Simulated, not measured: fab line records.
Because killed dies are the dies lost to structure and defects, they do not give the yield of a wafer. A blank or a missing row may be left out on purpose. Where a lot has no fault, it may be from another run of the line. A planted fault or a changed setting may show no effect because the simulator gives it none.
Chamber matching + flow nand-harc + NHARC_A_CHANNEL_HOLE_D1_DESCUM_15 on rie-diel-10: 4 sister chambers
The step chemistry O2, time 3 s. 22 wafers are shown with their chamber, then 11 later ones without.

WAFERS PAIRED WITH THEIR CHAMBERS
| wafer  | chamber | showerhead-plenum-p-Torr (Torr) | drypump-motor-current-A (A) | rf-vpp-V (V) |
|--------|---------|---------------------------------|-----------------------------|--------------|
| L277.1 | 0       | 2.00                            | 5.63                        | 59.6         |
| L277.2 | 3       | 1.85                            | 5.32                        | 58.4         |
| L277.3 | 2       | 2.05                            | 5.54                        | 59.4         |
| L278.1 | 3       | 1.85                            | 5.37                        | 57.6         |
| L278.2 | 1       | 1.90                            | 5.69                        | 56.7         |
| L278.5 | 3       | 1.85                            | 5.36                        | 58.2         |
| L279.3 | 0       | 2.00                            | 5.65                        | 58.8         |
| L279.4 | 3       | 1.85                            | 5.36                        | 57.4         |
| L279.6 | 3       | 1.85                            | 5.34                        | 58.4         |
| L280.1 | 2       | 2.05                            | 5.52                        | 58.2         |
| L280.3 | 0       | 2.00                            | 5.65                        | 56.8         |
| L280.4 | 1       | 1.90                            | 5.70                        | 58.0         |
| L287.3 | 1       | 1.90                            | 5.69                        | 58.1         |
| L287.4 | 0       | 2.00                            | 5.66                        | 57.6         |
| L287.6 | 2       | 2.05                            | 5.55                        | 59.2         |
| L293.2 | 1       | 1.90                            | 5.69                        | 56.7         |
| L293.4 | 3       | 1.84                            | 5.35                        | 57.6         |
| L293.5 | 0       | 2.00                            | 5.60                        | 56.2         |
| L294.1 | 1       | 1.90                            | 5.71                        | 56.7         |
| L294.2 | 2       | 2.05                            | 5.57                        | 57.2         |
| L294.5 | 2       | 2.05                            | 5.55                        | 58.5         |
| L295.1 | 3       | 1.84                            | 5.37                        | 58.0         |

SIGNATURES (averages over the wafers above)
| reading                  | chamber 0 | chamber 1 | chamber 2 | chamber 3 | scatter within a chamber |
|--------------------------|-----------|-----------|-----------|-----------|--------------------------|
| showerhead-plenum-p-Torr | 2.0000    | 1.9000    | 2.0500    | 1.8471    | 0.00282                  |
| drypump-motor-current-A  | 5.6380    | 5.6960    | 5.5460    | 5.3529    | 0.018                    |
| rf-vpp-V                 | 57.800    | 57.240    | 58.500    | 57.943    | 0.886                    |
Rule: for each reading, subtract the chamber's mean from the wafer's reading, divide by that reading's scatter and square the result; add these up over the readings and take the root, which gives the wafer's distance from the chamber. The wafer belongs to the nearest chamber; if the next one is less than 2 further off, it can't be placed. The scatter is the square root of a quotient: the sum, over the shown wafers, of each reading's squared deviation from its chamber's mean, divided by wafers minus chambers.

WAFERS WITHOUT THEIR CHAMBER
| wafer  | showerhead-plenum-p-Torr (Torr) | drypump-motor-current-A (A) | rf-vpp-V (V) |
|--------|---------------------------------|-----------------------------|--------------|
| L295.3 | 2.05                            | 5.53                        | 58.5         |
| L295.5 | 1.84                            | 5.36                        | 57.3         |
| L296.4 | 2.05                            | 5.55                        | 58.8         |
| L296.5 | 1.84                            | 5.36                        | 57.9         |
| L296.6 | 2.00                            | 5.62                        | 57.2         |
| L297.1 | 2.00                            | 5.64                        | 58.2         |
| L297.2 | 2.05                            | 5.51                        | 59.0         |
| L297.4 | 1.84                            | 5.34                        | 57.9         |
| L298.1 | 2.05                            | 5.52                        | 58.4         |
| L298.3 | 2.00                            | 5.63                        | 58.0         |
| L298.5 | 1.90                            | 5.70                        | 59.2         |

WHICH CHAMBER EACH WENT THROUGH
| wafer  | from the rows above | in truth |
|--------|---------------------|----------|
| L295.3 | 2                   | 2        |
| L295.5 | 3                   | 3        |
| L296.4 | 2                   | 2        |
| L296.5 | 3                   | 3        |
| L296.6 | 0                   | 0        |
| L297.1 | 0                   | 0        |
| L297.2 | 2                   | 2        |
| L297.4 | 3                   | 3        |
| L298.1 | 2                   | 2        |
| L298.3 | 0                   | 0        |
| L298.5 | 1                   | 1        |
Placed correctly: 11 of 11. Not placeable from these rows: 0. 0 placed wrongly.
